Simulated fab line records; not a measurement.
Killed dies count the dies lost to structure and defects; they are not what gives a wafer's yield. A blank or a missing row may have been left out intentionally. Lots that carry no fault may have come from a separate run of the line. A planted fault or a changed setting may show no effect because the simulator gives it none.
Which tool was responsible? :: flow n5_finfet :: 69 wafers from 23 lots sampled at 4 of the route's 1938 steps

== WHAT THE GAUGES READ, wafer by wafer ==
N5_PMOS_HMC_CHANNEL_EPI_THK_MEAS_22.
lot: L074
measured: day 1 20:07
on: film_metro-01
HMC_CMP_THK (nm): 53.7 54.5 53.8

lot: L075
measured: day 2 02:28
on: film_metro-01
HMC_CMP_THK (nm): 53.7 53.5 53.8

lot: L076
measured: day 2 07:15
on: film_metro-02
HMC_CMP_THK (nm): 53.9 54.0 53.5

lot: L077
measured: day 2 13:40
on: film_metro-01
HMC_CMP_THK (nm): 53.5 54.4 53.4

lot: L078
measured: day 2 19:29
on: film_metro-02
HMC_CMP_THK (nm): 53.6 54.3 54.2

lot: L079
measured: day 3 01:58
on: film_metro-01
HMC_CMP_THK (nm): 54.1 54.0 54.5

lot: L080
measured: day 3 07:55
on: film_metro-01
HMC_CMP_THK (nm): 53.9 54.4 54.2

lot: L081
measured: day 3 13:53
on: film_metro-02
HMC_CMP_THK (nm): 54.9 54.2 55.5

lot: L082
measured: day 3 20:13
on: film_metro-02
HMC_CMP_THK (nm): 55.4 55.0 53.8

lot: L083
measured: day 4 01:53
on: film_metro-01
HMC_CMP_THK (nm): 54.3 54.3 53.3

lot: L084
measured: day 4 07:49
on: film_metro-02
HMC_CMP_THK (nm): 54.9 54.9 54.0

lot: L085
measured: day 4 13:36
on: film_metro-01
HMC_CMP_THK (nm): 53.9 53.7 54.0

lot: L087
measured: day 5 02:01
on: film_metro-01
HMC_CMP_THK (nm): 53.4 54.2 52.9

lot: L088
measured: day 5 07:41
on: film_metro-01
HMC_CMP_THK (nm): 54.0 53.6 54.7

lot: L089
measured: day 5 14:27
on: film_metro-01
HMC_CMP_THK (nm): 54.3 54.3 54.8

lot: L090
measured: day 5 20:38
on: film_metro-01
HMC_CMP_THK (nm): 54.5 54.2 54.1

lot: L091
measured: day 6 02:37
on: film_metro-02
HMC_CMP_THK (nm): 54.0 54.7 54.9

lot: L092
measured: day 6 07:53
on: film_metro-01
HMC_CMP_THK (nm): 53.9 53.7 53.7

lot: L093
measured: day 6 14:02
on: film_metro-01
HMC_CMP_THK (nm): 53.4 54.7 54.7

lot: L094
measured: day 6 20:01
on: film_metro-01
HMC_CMP_THK (nm): 54.3 53.9 54.7

lot: L095
measured: day 7 01:35
on: film_metro-02
HMC_CMP_THK (nm): 53.8 53.4 53.9

lot: L096
measured: day 7 07:28
on: film_metro-01
HMC_CMP_THK (nm): 53.5 53.5 53.4

lot: L097
measured: day 7 13:47
on: film_metro-02
HMC_CMP_THK (nm): 53.7 53.3 53.3

N5_FIN_SAQP_THK_MEAS_07.
lot: L074
measured: day 1 21:29
on: film_metro-01
thk_nm (nm): 59.4 59.1 59.8

lot: L075
measured: day 2 03:54
on: film_metro-01
thk_nm (nm): 58.4 59.6 59.8

lot: L076
measured: day 2 09:02
on: film_metro-01
thk_nm (nm): 59.3 59.6 60.2

lot: L077
measured: day 2 14:58
on: film_metro-01
thk_nm (nm): 59.2 59.9 59.4

lot: L078
measured: day 2 20:49
on: film_metro-02
thk_nm (nm): 58.3 58.4 59.8

lot: L079
measured: day 3 03:43
on: film_metro-02
thk_nm (nm): 60.0 60.3 60.1

lot: L080
measured: day 3 09:20
on: film_metro-01
thk_nm (nm): 60.2 59.5 60.6

lot: L081
measured: day 3 15:23
on: film_metro-02
thk_nm (nm): 59.1 60.8 59.6

lot: L082
measured: day 3 21:46
on: film_metro-01
thk_nm (nm): 58.8 60.4 60.8

lot: L083
measured: day 4 03:16
on: film_metro-01
thk_nm (nm): 59.1 60.3 59.9

lot: L084
measured: day 4 09:18
on: film_metro-01
thk_nm (nm): 59.4 60.1 60.9

lot: L085
measured: day 4 15:13
on: film_metro-02
thk_nm (nm): 57.7 58.5 59.4

lot: L087
measured: day 5 03:41
on: film_metro-01
thk_nm (nm): 60.0 61.2 60.9

lot: L088
measured: day 5 09:02
on: film_metro-02
thk_nm (nm): 60.4 59.8 61.4

lot: L089
measured: day 5 15:55
on: film_metro-01
thk_nm (nm): 58.1 58.4 59.4

lot: L090
measured: day 5 22:04
on: film_metro-02
thk_nm (nm): 58.9 59.6 59.8

lot: L091
measured: day 6 04:03
on: film_metro-02
thk_nm (nm): 58.2 59.8 59.5

lot: L092
measured: day 6 10:22
on: film_metro-01
thk_nm (nm): 59.4 59.9 59.6

lot: L093
measured: day 6 15:26
on: film_metro-02
thk_nm (nm): 59.3 59.2 59.2

lot: L094
measured: day 6 21:20
on: film_metro-02
thk_nm (nm): 58.9 60.1 59.6

lot: L095
measured: day 7 03:17
on: film_metro-01
thk_nm (nm): 59.5 60.2 61.0

lot: L096
measured: day 7 09:02
on: film_metro-01
thk_nm (nm): 59.6 60.7 59.7

lot: L097
measured: day 7 15:06
on: film_metro-01
thk_nm (nm): 58.9 60.3 59.5

== WHAT TOOL EACH LOT RAN ON (gives the tool, then ch and the chambers of the sampled wafers, and finally the start) ==
lot: L074
N5_PMOS_HMC_CHANNEL_EPI_ETCH_32: rie_diel-01 ch 0,2,3, day 1 17:29
N5_PMOS_HMC_CHANNEL_EPI_HM_OPEN_15: rie_diel-01 ch 0,2,3, day 1 17:32

lot: L075
N5_PMOS_HMC_CHANNEL_EPI_ETCH_32: rie_diel-04 ch 1,3, day 1 23:50
N5_PMOS_HMC_CHANNEL_EPI_HM_OPEN_15: rie_diel-04 ch 1,3, day 1 23:53

lot: L076
N5_PMOS_HMC_CHANNEL_EPI_ETCH_32: rie_diel-02 ch 0,1, day 2 05:02
N5_PMOS_HMC_CHANNEL_EPI_HM_OPEN_15: rie_diel-02 ch 0,1, day 2 05:05

lot: L077
N5_PMOS_HMC_CHANNEL_EPI_ETCH_32: rie_diel-01 ch 0,1, day 2 11:24
N5_PMOS_HMC_CHANNEL_EPI_HM_OPEN_15: rie_diel-01 ch 0,1, day 2 11:26

lot: L078
N5_PMOS_HMC_CHANNEL_EPI_ETCH_32: rie_diel-04 ch 1,2, day 2 17:16
N5_PMOS_HMC_CHANNEL_EPI_HM_OPEN_15: rie_diel-04 ch 1,2, day 2 17:18

lot: L079
N5_PMOS_HMC_CHANNEL_EPI_ETCH_32: rie_diel-02 ch 0,1,2, day 2 23:44
N5_PMOS_HMC_CHANNEL_EPI_HM_OPEN_15: rie_diel-02 ch 0,1,2, day 2 23:47

lot: L080
N5_PMOS_HMC_CHANNEL_EPI_ETCH_32: rie_diel-04 ch 0,1,2, day 3 05:17
N5_PMOS_HMC_CHANNEL_EPI_HM_OPEN_15: rie_diel-04 ch 0,1,2, day 3 05:20

lot: L081
N5_PMOS_HMC_CHANNEL_EPI_ETCH_32: rie_diel-02 ch 0,3, day 3 11:40
N5_PMOS_HMC_CHANNEL_EPI_HM_OPEN_15: rie_diel-02 ch 0,3, day 3 11:43

lot: L082
N5_PMOS_HMC_CHANNEL_EPI_ETCH_32: rie_diel-02 ch 0,2,3, day 3 17:57
N5_PMOS_HMC_CHANNEL_EPI_HM_OPEN_15: rie_diel-02 ch 0,2,3, day 3 17:59

lot: L083
N5_PMOS_HMC_CHANNEL_EPI_ETCH_32: rie_diel-02 ch 0,3, day 3 23:37
N5_PMOS_HMC_CHANNEL_EPI_HM_OPEN_15: rie_diel-02 ch 0,3, day 3 23:40

lot: L084
N5_PMOS_HMC_CHANNEL_EPI_ETCH_32: rie_diel-01 ch 0,1,3, day 4 05:35
N5_PMOS_HMC_CHANNEL_EPI_HM_OPEN_15: rie_diel-01 ch 0,1,3, day 4 05:37

lot: L085
N5_PMOS_HMC_CHANNEL_EPI_ETCH_32: rie_diel-01 ch 1,3, day 4 11:19
N5_PMOS_HMC_CHANNEL_EPI_HM_OPEN_15: rie_diel-01 ch 1,3, day 4 11:22

lot: L087
N5_PMOS_HMC_CHANNEL_EPI_ETCH_32: rie_diel-02 ch 1,2, day 4 23:22
N5_PMOS_HMC_CHANNEL_EPI_HM_OPEN_15: rie_diel-02 ch 1,2, day 4 23:25

lot: L088
N5_PMOS_HMC_CHANNEL_EPI_ETCH_32: rie_diel-04 ch 0,1,3, day 5 04:58
N5_PMOS_HMC_CHANNEL_EPI_HM_OPEN_15: rie_diel-04 ch 0,1,3, day 5 05:01

lot: L089
N5_PMOS_HMC_CHANNEL_EPI_ETCH_32: rie_diel-02 ch 0,1,2, day 5 11:49
N5_PMOS_HMC_CHANNEL_EPI_HM_OPEN_15: rie_diel-02 ch 0,1,2, day 5 11:52

lot: L090
N5_PMOS_HMC_CHANNEL_EPI_ETCH_32: rie_diel-01 ch 1,2,3, day 5 18:00
N5_PMOS_HMC_CHANNEL_EPI_HM_OPEN_15: rie_diel-01 ch 1,2,3, day 5 18:02

lot: L091
N5_PMOS_HMC_CHANNEL_EPI_ETCH_32: rie_diel-04 ch 1,3, day 6 00:00
N5_PMOS_HMC_CHANNEL_EPI_HM_OPEN_15: rie_diel-04 ch 1,3, day 6 00:02

lot: L092
N5_PMOS_HMC_CHANNEL_EPI_ETCH_32: rie_diel-01 ch 0,1, day 6 05:14
N5_PMOS_HMC_CHANNEL_EPI_HM_OPEN_15: rie_diel-01 ch 0,1, day 6 05:17

lot: L093
N5_PMOS_HMC_CHANNEL_EPI_ETCH_32: rie_diel-02 ch 0,1,2, day 6 11:49
N5_PMOS_HMC_CHANNEL_EPI_HM_OPEN_15: rie_diel-02 ch 0,1,2, day 6 11:51

lot: L094
N5_PMOS_HMC_CHANNEL_EPI_ETCH_32: rie_diel-01 ch 1,2, day 6 17:48
N5_PMOS_HMC_CHANNEL_EPI_HM_OPEN_15: rie_diel-01 ch 1,2, day 6 17:50

lot: L095
N5_PMOS_HMC_CHANNEL_EPI_ETCH_32: rie_diel-04 ch 0,1,3, day 6 23:20
N5_PMOS_HMC_CHANNEL_EPI_HM_OPEN_15: rie_diel-04 ch 0,1,3, day 6 23:23

lot: L096
N5_PMOS_HMC_CHANNEL_EPI_ETCH_32: rie_diel-01 ch 1,2, day 7 05:14
N5_PMOS_HMC_CHANNEL_EPI_HM_OPEN_15: rie_diel-01 ch 1,2, day 7 05:16

lot: L097
N5_PMOS_HMC_CHANNEL_EPI_ETCH_32: rie_diel-02 ch 1,2,3, day 7 11:34
N5_PMOS_HMC_CHANNEL_EPI_HM_OPEN_15: rie_diel-02 ch 1,2,3, day 7 11:37
- N5_PMOS_HMC_CHANNEL_EPI_ETCH_32: etches BARC in N2/H2, stops on SiO2, target depth 85.8 nm, time 50.3 s.
- N5_PMOS_HMC_CHANNEL_EPI_HM_OPEN_15: chemistry CHF3/O2, target SiO2, target depth 40.6 nm, time 20.3 s.

== WHAT THE TOOLS THEMSELVES READ (means of the sampled wafers that have a number; where no wafer has one, the mark that the record gives instead) ==
N5_PMOS_HMC_CHANNEL_EPI_ETCH_32.
lot: L074
tool: rie_diel-01
drypump_motor_current_A (A): 5.1
oes_product_au (a.u.): 0.68
rf_vpp_V (V): 526.7
showerhead_plenum_p_Torr (Torr): 2.63
throttle_valve_pct (%): 17.71

lot: L075
tool: rie_diel-04
drypump_motor_current_A (A): 6.0
oes_product_au (a.u.): 0.64
rf_vpp_V (V): 522.2
showerhead_plenum_p_Torr (Torr): 2.47
throttle_valve_pct (%): 17.77

lot: L076
tool: rie_diel-02
drypump_motor_current_A (A): 5.0
oes_product_au (a.u.): 0.65
rf_vpp_V (V): 526.7
showerhead_plenum_p_Torr (Torr): 2.66
throttle_valve_pct (%): 17.84

lot: L077
tool: rie_diel-01
drypump_motor_current_A (A): 5.6
oes_product_au (a.u.): 0.66
rf_vpp_V (V): 526.0
showerhead_plenum_p_Torr (Torr): 2.66
throttle_valve_pct (%): 17.81

lot: L078
tool: rie_diel-04
drypump_motor_current_A (A): 5.7
oes_product_au (a.u.): 0.63
rf_vpp_V (V): 522.3
showerhead_plenum_p_Torr (Torr): 2.50
throttle_valve_pct (%): 17.89

lot: L079
tool: rie_diel-02
drypump_motor_current_A (A): 5.0
oes_product_au (a.u.): 0.69
rf_vpp_V (V): 527.0
showerhead_plenum_p_Torr (Torr): 2.67
throttle_valve_pct (%): 17.97

lot: L080
tool: rie_diel-04
drypump_motor_current_A (A): 5.9
oes_product_au (a.u.): 0.62
rf_vpp_V (V): 523.0
showerhead_plenum_p_Torr (Torr): 2.53
throttle_valve_pct (%): 17.98

lot: L081
tool: rie_diel-02
drypump_motor_current_A (A): 5.2
oes_product_au (a.u.): 0.66
rf_vpp_V (V): 526.7
showerhead_plenum_p_Torr (Torr): 2.67
throttle_valve_pct (%): 17.84

lot: L082
tool: rie_diel-02
drypump_motor_current_A (A): 5.1
oes_product_au (a.u.): 0.70
rf_vpp_V (V): 527.6
showerhead_plenum_p_Torr (Torr): 2.68
throttle_valve_pct (%): 17.95

lot: L083
tool: rie_diel-02
drypump_motor_current_A (A): 5.3
oes_product_au (a.u.): 0.69
rf_vpp_V (V): 527.5
showerhead_plenum_p_Torr (Torr): 2.68
throttle_valve_pct (%): 17.68

lot: L084
tool: rie_diel-01
drypump_motor_current_A (A): 5.3
oes_product_au (a.u.): 0.65
rf_vpp_V (V): 527.0
showerhead_plenum_p_Torr (Torr): 2.65
throttle_valve_pct (%): 17.84

lot: L085
tool: rie_diel-01
drypump_motor_current_A (A): 5.4
oes_product_au (a.u.): 0.63
rf_vpp_V (V): 525.9
showerhead_plenum_p_Torr (Torr): 2.64
throttle_valve_pct (%): 18.03

lot: L087
tool: rie_diel-02
drypump_motor_current_A (A): 4.9
oes_product_au (a.u.): 0.72
rf_vpp_V (V): 527.7
showerhead_plenum_p_Torr (Torr): 2.69
throttle_valve_pct (%): 18.10

lot: L088
tool: rie_diel-04
drypump_motor_current_A (A): 6.0
oes_product_au (a.u.): 0.62
rf_vpp_V (V): 524.2
showerhead_plenum_p_Torr (Torr): 2.53
throttle_valve_pct (%): 17.91

lot: L089
tool: rie_diel-02
drypump_motor_current_A (A): 5.0
oes_product_au (a.u.): 0.67
rf_vpp_V (V): 528.3
showerhead_plenum_p_Torr (Torr): 2.67
throttle_valve_pct (%): 18.00

lot: L090
tool: rie_diel-01
drypump_motor_current_A (A): 5.2
oes_product_au (a.u.): 0.65
rf_vpp_V (V): 525.3
showerhead_plenum_p_Torr (Torr): 2.61
throttle_valve_pct (%): 17.95

lot: L091
tool: rie_diel-04
drypump_motor_current_A (A): 5.9
oes_product_au (a.u.): 0.62
rf_vpp_V (V): 521.6
showerhead_plenum_p_Torr (Torr): 2.46
throttle_valve_pct (%): 17.82

lot: L092
tool: rie_diel-01
drypump_motor_current_A (A): 5.7
oes_product_au (a.u.): 0.63
rf_vpp_V (V): 527.6
showerhead_plenum_p_Torr (Torr): 2.63
throttle_valve_pct (%): 18.06

lot: L093
tool: rie_diel-02
drypump_motor_current_A (A): 5.0
oes_product_au (a.u.): 0.67
rf_vpp_V (V): 526.4
showerhead_plenum_p_Torr (Torr): 2.66
throttle_valve_pct (%): 18.01

lot: L094
tool: rie_diel-01
drypump_motor_current_A (A): 5.5
oes_product_au (a.u.): 0.63
rf_vpp_V (V): 526.1
showerhead_plenum_p_Torr (Torr): 2.60
throttle_valve_pct (%): 18.16

lot: L095
tool: rie_diel-04
drypump_motor_current_A (A): 6.0
oes_product_au (a.u.): 0.62
rf_vpp_V (V): 523.9
showerhead_plenum_p_Torr (Torr): 2.53
throttle_valve_pct (%): 17.95

lot: L096
tool: rie_diel-01
drypump_motor_current_A (A): 5.5
oes_product_au (a.u.): 0.62
rf_vpp_V (V): 524.8
showerhead_plenum_p_Torr (Torr): 2.59
throttle_valve_pct (%): 18.15

lot: L097
tool: rie_diel-02
drypump_motor_current_A (A): 5.1
oes_product_au (a.u.): 0.69
rf_vpp_V (V): 527.3
showerhead_plenum_p_Torr (Torr): 2.68
throttle_valve_pct (%): 17.87

N5_PMOS_HMC_CHANNEL_EPI_HM_OPEN_15.
lot: L074
tool: rie_diel-01
O2_flow_sccm (sccm): 4.983
drypump_motor_current_A (A): 5.0
oes_product_au (a.u.): 0.80
rf_vpp_V (V): 523
showerhead_plenum_p_Torr (Torr): 2.49
throttle_valve_pct (%): 18.74

lot: L075
tool: rie_diel-04
O2_flow_sccm (sccm): 5.001
drypump_motor_current_A (A): 5.9
oes_product_au (a.u.): 0.74
rf_vpp_V (V): 522
showerhead_plenum_p_Torr (Torr): 2.35
throttle_valve_pct (%): 18.82

lot: L076
tool: rie_diel-02
O2_flow_sccm (sccm): 4.995
drypump_motor_current_A (A): 5.0
oes_product_au (a.u.): 0.74
rf_vpp_V (V): 527
showerhead_plenum_p_Torr (Torr): 2.51
throttle_valve_pct (%): 18.83

lot: L077
tool: rie_diel-01
O2_flow_sccm (sccm): 4.989
drypump_motor_current_A (A): 5.6
oes_product_au (a.u.): 0.77
rf_vpp_V (V): 529
showerhead_plenum_p_Torr (Torr): 2.51
throttle_valve_pct (%): 18.77

lot: L078
tool: rie_diel-04
O2_flow_sccm (sccm): 4.995
drypump_motor_current_A (A): 5.7
oes_product_au (a.u.): 0.74
rf_vpp_V (V): 526
showerhead_plenum_p_Torr (Torr): 2.37
throttle_valve_pct (%): 18.93

lot: L079
tool: rie_diel-02
O2_flow_sccm (sccm): 4.992
drypump_motor_current_A (A): 5.0
oes_product_au (a.u.): 0.80
rf_vpp_V (V): 526
showerhead_plenum_p_Torr (Torr): 2.53
throttle_valve_pct (%): 18.95

lot: L080
tool: rie_diel-04
O2_flow_sccm (sccm): 5.010
drypump_motor_current_A (A): 5.9
oes_product_au (a.u.): 0.72
rf_vpp_V (V): 527
showerhead_plenum_p_Torr (Torr): 2.40
throttle_valve_pct (%): 19.00

lot: L081
tool: rie_diel-02
O2_flow_sccm (sccm): 5.002
drypump_motor_current_A (A): 5.2
oes_product_au (a.u.): 0.77
rf_vpp_V (V): 530
showerhead_plenum_p_Torr (Torr): 2.52
throttle_valve_pct (%): 18.84

lot: L082
tool: rie_diel-02
O2_flow_sccm (sccm): 4.986
drypump_motor_current_A (A): 5.1
oes_product_au (a.u.): 0.82
rf_vpp_V (V): 528
showerhead_plenum_p_Torr (Torr): 2.53
throttle_valve_pct (%): 18.94

lot: L083
tool: rie_diel-02
O2_flow_sccm (sccm): 5.007
drypump_motor_current_A (A): 5.3
oes_product_au (a.u.): 0.80
rf_vpp_V (V): 528
showerhead_plenum_p_Torr (Torr): 2.53
throttle_valve_pct (%): 18.72

lot: L084
tool: rie_diel-01
O2_flow_sccm (sccm): 4.997
drypump_motor_current_A (A): 5.3
oes_product_au (a.u.): 0.76
rf_vpp_V (V): 528
showerhead_plenum_p_Torr (Torr): 2.50
throttle_valve_pct (%): 18.82

lot: L085
tool: rie_diel-01
O2_flow_sccm (sccm): 4.992
drypump_motor_current_A (A): 5.3
oes_product_au (a.u.): 0.74
rf_vpp_V (V): 528
showerhead_plenum_p_Torr (Torr): 2.50
throttle_valve_pct (%): 19.00

lot: L087
tool: rie_diel-02
O2_flow_sccm (sccm): 4.997
drypump_motor_current_A (A): 4.9
oes_product_au (a.u.): 0.85
rf_vpp_V (V): 524
showerhead_plenum_p_Torr (Torr): 2.54
throttle_valve_pct (%): 19.05

lot: L088
tool: rie_diel-04
O2_flow_sccm (sccm): 5.006
drypump_motor_current_A (A): 5.9
oes_product_au (a.u.): 0.73
rf_vpp_V (V): 524
showerhead_plenum_p_Torr (Torr): 2.40
throttle_valve_pct (%): 18.95

lot: L089
tool: rie_diel-02
O2_flow_sccm (sccm): 4.989
drypump_motor_current_A (A): 5.0
oes_product_au (a.u.): 0.78
rf_vpp_V (V): 526
showerhead_plenum_p_Torr (Torr): 2.52
throttle_valve_pct (%): 18.98

lot: L090
tool: rie_diel-01
O2_flow_sccm (sccm): 5.005
drypump_motor_current_A (A): 5.1
oes_product_au (a.u.): 0.75
rf_vpp_V (V): 525
showerhead_plenum_p_Torr (Torr): 2.47
throttle_valve_pct (%): 18.96

lot: L091
tool: rie_diel-04
O2_flow_sccm (sccm): 5.006
drypump_motor_current_A (A): 5.9
oes_product_au (a.u.): 0.72
rf_vpp_V (V): 519
showerhead_plenum_p_Torr (Torr): 2.33
throttle_valve_pct (%): 18.88

lot: L092
tool: rie_diel-01
O2_flow_sccm (sccm): 5.004
drypump_motor_current_A (A): 5.7
oes_product_au (a.u.): 0.73
rf_vpp_V (V): 530
showerhead_plenum_p_Torr (Torr): 2.49
throttle_valve_pct (%): 18.98

lot: L093
tool: rie_diel-02
O2_flow_sccm (sccm): 4.998
drypump_motor_current_A (A): 5.0
oes_product_au (a.u.): 0.77
rf_vpp_V (V): 525
showerhead_plenum_p_Torr (Torr): 2.52
throttle_valve_pct (%): 18.98

lot: L094
tool: rie_diel-01
O2_flow_sccm (sccm): 5.003
drypump_motor_current_A (A): 5.5
oes_product_au (a.u.): 0.73
rf_vpp_V (V): 525
showerhead_plenum_p_Torr (Torr): 2.46
throttle_valve_pct (%): 19.11

lot: L095
tool: rie_diel-04
O2_flow_sccm (sccm): 4.990
drypump_motor_current_A (A): 5.9
oes_product_au (a.u.): 0.72
rf_vpp_V (V): 525
showerhead_plenum_p_Torr (Torr): 2.39
throttle_valve_pct (%): 18.96

lot: L096
tool: rie_diel-01
O2_flow_sccm (sccm): 5.000
drypump_motor_current_A (A): 5.5
oes_product_au (a.u.): 0.72
rf_vpp_V (V): 526
showerhead_plenum_p_Torr (Torr): 2.46
throttle_valve_pct (%): 19.12

lot: L097
tool: rie_diel-02
O2_flow_sccm (sccm): 5.004
drypump_motor_current_A (A): 5.1
oes_product_au (a.u.): 0.81
rf_vpp_V (V): 524
showerhead_plenum_p_Torr (Torr): 2.53
throttle_valve_pct (%): 18.86

== THE ANSWER, worked out from the rows above alone ==
Rule: the usual values come from the lots themselves. The widest of any qualifying gaps counts: lots, ordered by their means at a reading, are off when they make up no more than a third of the lots, leave a main group of 4 or more, and stand apart from it by 3 or more times the standard deviation of that group's means. Not used: any main group whose means are identical at the precision the tables above print for the reading. Also off: a lot with no number at a reading for which 4 or more lots have one. Any other lot the step has rows for is counted as sound. First the gauges in route order, then the tools' own readings, where a lot's mean is used as printed above. The first step at which some lot is off is used, and at that step the reading that is off furthest; a lot without a number counts as furthest.
Nothing can be told from this: no lot is off at any reading shown.

== WHAT HAD BEEN PUT IN BY THE SIMULATOR ==
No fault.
